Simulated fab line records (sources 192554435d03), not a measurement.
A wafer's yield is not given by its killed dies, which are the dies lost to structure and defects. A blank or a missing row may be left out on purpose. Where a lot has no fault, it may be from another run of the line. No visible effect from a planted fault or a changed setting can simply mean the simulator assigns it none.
A struck lot beside a sound one -- flow n5-finfet -- 16 out of 1938 route steps
Sound: wafers L942.1, L942.2, L942.4. The struck wafers were L954.1, L954.4, L954.5. The cause is given at the end.
Each step with rows lists, per side, the tool, then ch with its chambers, then its first start. Under that, the readings that differ: sound wafers -- struck wafers -- difference of the means -- sigmas: that difference in standard deviations of wafers without a fault.
alike: words and numbers the same on both sides, and readings whose means are apart by under 2 such deviations; not compared: readings that were withheld, readings missing a value for some wafer, numbers with overlapping values and no deviation given by the record, and bounds like >300 which may hide the same value.
A row with sigmas, a row that says differs or no value, or rows on one side alone: a step with any of these is where the two part. Numbers that have no deviation but don't overlap get no sigmas and don't part them. Lack of a reading on every wafer of one side parts them only where that side has two or more wafers.

first, 3 steps without rows for these wafers: N5_HKMG_FIN_ALD_71 (deposits TiN, target thk 1 nm, pulse time 1 s, purge time 3 s); N5_HKMG_FIN_COAT_66 (time 60 s, resist thk 300 nm); N5_HKMG_FIN_ETCH_67 (etches SOC in N2/H2, stops on TiN, target depth 388.9 nm).
N5_HKMG_FIN_STRIP_90: strips SOC in N2/H2, time 20 s.
  sound on rie-diel-06 ch 1,2,3, day 4 17:53; struck on rie-diel-06 ch 2,3, day 7 18:12
  alike: drypump-motor-current-A, n2-flow-sccm, oes-product-au, rf-vpp-V, showerhead-plenum-p-Torr, throttle-valve-pct
  not compared: rf-hours-counter-h
then, 1 step without rows for these wafers: N5_HKMG_FIN_WET_ETCH_73 (etches the open film in SC1, time 42.3 s, target depth 1.3 nm, rinse time 30 s).
N5_HKMG_FIN_ETCHBACK_68: etches the open film in Cl2/Ar, stops on HfO2, target depth 0.5 nm.
  sound on rie-metal-02 ch 0,1, day 4 18:02; struck on rie-metal-03 ch 0,1, day 7 18:21
  alike: drypump-motor-current-A, oes-product-au, throttle-valve-pct
  not compared: rf-hours-counter-h
N5_HKMG_FIN_STRIP_69: strips in N2/H2, time 360 s.
  sound on plasma-asher-01 ch 0,1, day 4 18:11; struck on plasma-asher-01 ch 0,1, day 7 18:29
  alike: drypump-motor-current-A, heater-power-w, n2-flow-sccm
  not compared: rf-hours-counter-h
then, 2 steps without rows for these wafers: N5_HKMG_FIN_ALD_21 (deposits TiN, target thk 1.5 nm, pulse time 1 s, purge time 3 s); N5_HKMG_FIN_ALD_72 (deposits W, target thk 2 nm, pulse time 1 s, purge time 2 s).
N5_HKMG_FIN_W_FILL_22: material W, target thk 60 nm, time 18.2 s.
  sound on cvd-w-01 ch 0,1, day 4 18:59; struck on cvd-w-02 ch 0, day 7 19:18
  alike: heater-power-w, throttle-valve-pct
then, 2 steps without rows for these wafers: N5_HKMG_FIN_PRECLEAN_83 (cleans in DIW, time 57.5 s); N5_HKMG_FIN_SRD_84 (dry time 32 s).
N5_HKMG_FIN_CMP_23: polishes, stops on SiNx, t overpolish 10 s, target thk 46.326 nm.
  sound on cmp-04 ch 0,2,3, day 4 19:11; struck on cmp-03 ch 1,2, day 7 19:25
reading,sound,struck,difference,sigmas
platen-rpm (rpm),50.31 50.38 50.26,48.30 48.33 48.25,-2.02,-60
  alike: head-pressure-psi, motor-current-A, overpolish-run-s, time-to-endpoint-s
N5_HKMG_FIN_CMP_94: polishes, stops on SiNx, t overpolish 4.7 s, target thk 43.299 nm.
  sound on cmp-04 ch 0,2,3, day 4 19:37; struck on cmp-03 ch 1,2, day 7 19:53
  alike: head-pressure-psi, motor-current-A, platen-rpm
-- a jump in the record: the struck wafers' starts before and after are 4 days apart (it breaks off in module HKMG_FIN and resumes in module BEOL_M4, where the first step shown is number 1111 of the route) --
N5_BEOL_M4_RC_MEAS_101:
  sound on prober-01 ch 0, day 8 18:14; struck on prober-02 ch 0, day 11 17:36
reading,sound,struck,difference,sigmas
DIBL_P (mV/V),33.7 37.1 31.7,41.6 39.0 38.2,+5.4,+2
IOFF_P (nA/um),0.17 0.23 0.15,0.31 0.25 0.24,+0.08,+2
SS_N (mV/dec),70.8 71.4 70.5,72.2 73.9 72.4,+1.9,+3
SS_P (mV/dec),72.3 73.3 71.3,74.7 73.9 73.2,+1.6,+2
  alike: DIBL_N, IOFF_N, ION_N, ION_P, VT_N, VT_P
-- here the record skips 5 days between the struck wafers' starts before and after, leaving off in module BEOL_M4 and picking up in module PASSIVATION (first step shown: number 1936 of the route) --
N5_PASSIVATION_PROBE_49:
  sound on prober-01 at day 13 17:31; struck on prober-01 at day 16 18:23
  alike: defect-limited-yield, killed_at_M0_to_M3, killed_at_M4_up, killed-at-contacts, killed-at-front-end, killed-at-other, killed-dies, killed-open, killed-short, sort_bin_5_function, sort_bin_6_memory, sort_bin_8_speed, sort-n-pass, sort-yield-pct

== WHERE THEY PART ==
At N5_HKMG_FIN_CMP_23 first; at N5_BEOL_M4_RC_MEAS_101 last (within this record only). Later steps at which nothing parts them and some readings are alike: N5_PASSIVATION_PROBE_49.

WHY: whatever the simulator had introduced
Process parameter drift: cmp-03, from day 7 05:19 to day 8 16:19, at N5_HKMG_FIN_CMP_23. Setting platen-rpm, moved by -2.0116, from 50.289. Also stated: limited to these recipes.
